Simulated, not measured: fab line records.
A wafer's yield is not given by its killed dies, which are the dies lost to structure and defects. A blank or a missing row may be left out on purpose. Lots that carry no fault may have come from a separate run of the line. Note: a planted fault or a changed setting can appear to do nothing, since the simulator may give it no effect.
Matching of chambers / flow n5 finfet / 4 sister chambers for N5_BEOL_M1_STRIP_66 on rie diel-02
The step strips in CF4. 4 wafers are shown with their chamber, then 7 later ones without.

== WAFERS WITH THEIR CHAMBER ==
wafer=L080.5; chamber=0; showerhead plenum p Torr (Torr)=1.73
wafer=L082.5; chamber=1; showerhead plenum p Torr (Torr)=1.83
wafer=L091.1; chamber=2; showerhead plenum p Torr (Torr)=1.83
wafer=L091.4; chamber=3; showerhead plenum p Torr (Torr)=1.76

== WAFERS WITH NO CHAMBER GIVEN ==
wafer=L091.5; showerhead plenum p Torr (Torr)=1.73
wafer=L095.4; showerhead plenum p Torr (Torr)=1.73
wafer=L095.5; showerhead plenum p Torr (Torr)=1.75
wafer=L095.6; showerhead plenum p Torr (Torr)=1.83
wafer=L096.1; showerhead plenum p Torr (Torr)=1.83
wafer=L096.3; showerhead plenum p Torr (Torr)=1.83
wafer=L096.5; showerhead plenum p Torr (Torr)=1.73

== CHAMBER TAKEN BY EACH ==
wafer=L091.5; from the rows above=0; in truth=0
wafer=L095.4; from the rows above=0; in truth=0
wafer=L095.5; from the rows above=3; in truth=3
wafer=L095.6; from the rows above=can't be placed: 1 or 2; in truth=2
wafer=L096.1; from the rows above=can't be placed: 1 or 2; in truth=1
wafer=L096.3; from the rows above=can't be placed: 1 or 2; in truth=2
wafer=L096.5; from the rows above=0; in truth=0
4 of 7 placed correctly. Unplaceable from these rows: 3, with the true chamber sitting among the candidates in 3. Number placed wrongly: 0.
How it was worked out, from the rows above alone: a wafer's distance from a chamber is the root of the sum, over the readings, of the square of ((its reading less the chamber's mean) divided by the reading's scatter). The wafer belongs to the nearest chamber; if the next one is less than 2 further off, it can't be placed. The mean given for a chamber averages the wafers shown for that chamber. The scatter (one wafer shown for each chamber): square how far every hidden wafer sits from the nearest shown wafer, average those squares and take the square root.
